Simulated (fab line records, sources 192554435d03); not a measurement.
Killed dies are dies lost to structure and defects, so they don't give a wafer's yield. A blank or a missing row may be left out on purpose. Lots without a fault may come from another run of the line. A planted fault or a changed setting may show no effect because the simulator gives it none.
A struck lot beside a sound one | flow n5_finfet | 19 steps out of a route of 1938
Sound: wafers L641.1, L641.5, L641.6. Struck: wafer L649.5. (L649.3 of the same lot was not struck and is left out.) The cause comes at the end.
At each step with rows: each side's tool, then ch and its chambers, then its first start. Under that, the readings that differ: sound wafers | struck wafers | difference of the means | sigmas: that difference in standard deviations of wafers without a fault.
alike: readings whose means differ by less than 2 such deviations, and words and numbers that are the same on both sides. not compared: withheld readings, readings that some wafer has no value for, bounds like >300 that may hide the same value, and numbers for which the record gives no deviation and whose values overlap.
The two part at a step that has a row with sigmas, a row that says differs or no value, or rows on one side only. Numbers that don't overlap but have no deviation are shown without sigmas and don't part them. A reading that every wafer of one side lacks parts them only if that side has two wafers or more.

first, 6 steps without rows for these wafers: N5_BEOL_M1_COAT_05 (resist thk 30 nm); N5_BEOL_M1_EBR_07; N5_BEOL_M1_SOFTBAKE_06 (time 60 s); N5_BEOL_M1_EXPOSE_08 (exposes mask M1); N5_BEOL_M1_PEB_09 (peb time 60 s); N5_BEOL_M1_DEVELOP_10 (develop time 30 s).
N5_BEOL_M1_CD_MEAS_11: target cd 17.05 nm.
  sound on cd_sem-03 ch 0, day 6 15:12; struck on cd_sem-03 ch 0, day 8 04:34
  alike: cd_nm
N5_BEOL_M1_OVL_MEAS_12:
  sound on overlay-01 ch 0, day 6 15:14; struck on overlay-01 ch 0, day 8 04:37
  alike: M1_OVL
N5_BEOL_M1_INSPECT_13: inspects for defects (brightfield).
  sound on defect_inspect-01, day 6 15:17; struck on defect_inspect-02, day 8 04:40
  alike: raw_defect_count
N5_BEOL_M1_DESCUM_16: chemistry O2, time 7 s.
  sound on rie_diel-02 ch 0,3, day 6 16:01; struck on rie_diel-06 ch 1, day 8 06:17
  reading                         | sound             | struck | difference | sigmas
  showerhead_plenum_p_Torr (Torr) | 2.02 2.02 1.99    | 2.21   | +0.20      | +2
  throttle_valve_pct (%)          | 20.58 20.59 20.94 | 20.17  | -0.53      | -3
  alike: drypump_motor_current_A, oes_product_au, rf_fwd_power_W, rf_vpp_V
  not compared: rf_hours_counter_h
N5_BEOL_M1_ETCH_74: etches underlayer in N2/H2, target depth 6.5 nm, time 5.2 s.
  sound on rie_diel-02 ch 0,3, day 6 16:03; struck on rie_diel-06 ch 1, day 8 06:20
  reading                         | sound             | struck | difference | sigmas
  rf_vpp_V (V)                    | 523.4 522.9 520.4 | 529.0  | +6.8       | +2
  showerhead_plenum_p_Torr (Torr) | 2.51 2.51 2.39    | 2.66   | +0.19      | +2
  throttle_valve_pct (%)          | 18.5 18.4 18.3    | 17.4   | -1.0       | -3
  alike: drypump_motor_current_A, etch_rf_on_time_s, h2_flow_sccm, oes_product_au, rf_fwd_power_W
  not compared: rf_hours_counter_h
N5_BEOL_M1_ETCH_63: etches SiARC in CF4, target depth 15.6 nm, time 26 s.
  sound on rie_diel-02 ch 0,3, day 6 16:04; struck on rie_diel-06 ch 1, day 8 06:20
  reading                         | sound             | struck | difference | sigmas
  rf_vpp_V (V)                    | 183.2 183.8 181.2 | 185.4  | +2.7       | +2
  showerhead_plenum_p_Torr (Torr) | 2.09 2.09 2.02    | 2.24   | +0.17      | +2
  throttle_valve_pct (%)          | 15.79 15.81 16.00 | 15.24  | -0.63      | -3
  alike: drypump_motor_current_A, etch_rf_on_time_s, oes_product_au, rf_fwd_power_W
  not compared: rf_hours_counter_h
N5_BEOL_M1_ETCH_64: etches SOC in N2/H2, target depth 75 nm, overetch 15 nm, time 112.5 s.
  sound on rie_diel-02 ch 0,3, day 6 16:06; struck on rie_diel-06 ch 1, day 8 06:22
  reading                         | sound             | struck | difference | sigmas
  rf_vpp_V (V)                    | 521.5 521.9 520.1 | 527.7  | +6.5       | +3
  showerhead_plenum_p_Torr (Torr) | 2.51 2.51 2.39    | 2.66   | +0.19      | +2
  throttle_valve_pct (%)          | 18.4 18.4 18.3    | 17.3   | -1.1       | -3
  alike: drypump_motor_current_A, h2_flow_sccm, oes_product_au, rf_fwd_power_W
  not compared: rf_hours_counter_h, model.SiARC_of_BEOL_M1_COAT_62.thk_nm
then, 2 steps without rows for these wafers: N5_BEOL_M1_STRIP_65 (strips in N2/H2); N5_BEOL_M1_STRIP_75 (strips in N2/H2).
N5_BEOL_M1_STRIP_66: strips in CF4.
  sound on rie_diel-02 ch 0,3, day 6 16:13; struck on rie_diel-06 ch 1, day 8 06:30
  reading                         | sound             | struck | difference | sigmas
  showerhead_plenum_p_Torr (Torr) | 1.76 1.76 1.69    | 1.88   | +0.14      | +2
  throttle_valve_pct (%)          | 13.79 13.76 14.01 | 13.27  | -0.58      | -3
  alike: drypump_motor_current_A, oes_product_au, rf_fwd_power_W, rf_vpp_V
  not compared: rf_hours_counter_h
N5_BEOL_M1_HM_OPEN_17: chemistry Cl2/BCl3, target TiN, target depth 20 nm, overetch 6 nm.
  sound on rie_metal-01 ch 0,1, day 6 16:16; struck on rie_metal-01 ch 0, day 8 06:34
  reading                  | sound            | struck | difference | sigmas
  model.etch.depth_nm (nm) | 19.97 20.1 20.05 | 19.18  | -0.86      |
  alike: drypump_motor_current_A, oes_product_au, rf_fwd_power_W, throttle_valve_pct
  not compared: rf_hours_counter_h
N5_BEOL_M1_STRIP_19: strips in O2.
  sound on rie_diel-02 ch 0,1,2, day 6 16:23; struck on rie_diel-05 ch 0, day 8 06:46
  alike: drypump_motor_current_A, oes_product_au, rf_vpp_V, showerhead_plenum_p_Torr, throttle_valve_pct
  not compared: rf_hours_counter_h
-- the record jumps here: 6 days lie between the struck wafers' starts before and after (it left off in module BEOL_M1 and takes up again in module BEOL_M4, whose first step shown is number 1111 of the route) --
N5_BEOL_M4_RC_MEAS_101:
  sound on prober-01 ch 0, day 12 07:42; struck on prober-01 ch 0, day 14 01:46
  reading       | sound       | struck | difference | sigmas
  ION_N (uA/um) | 696 669 655 | 642    | -31        | -2
  ION_P (uA/um) | 476 470 450 | 447    | -18        | -2
  VT_N (mV)     | 245 248 253 | 258    | +9         | +2
  alike: DIBL_N, DIBL_P, IOFF_N, IOFF_P, SS_N, SS_P, VT_P

WHERE THEY PART
First at N5_BEOL_M1_DESCUM_16; last, within this record, at N5_BEOL_M4_RC_MEAS_101.

WHY: what the simulator had put in
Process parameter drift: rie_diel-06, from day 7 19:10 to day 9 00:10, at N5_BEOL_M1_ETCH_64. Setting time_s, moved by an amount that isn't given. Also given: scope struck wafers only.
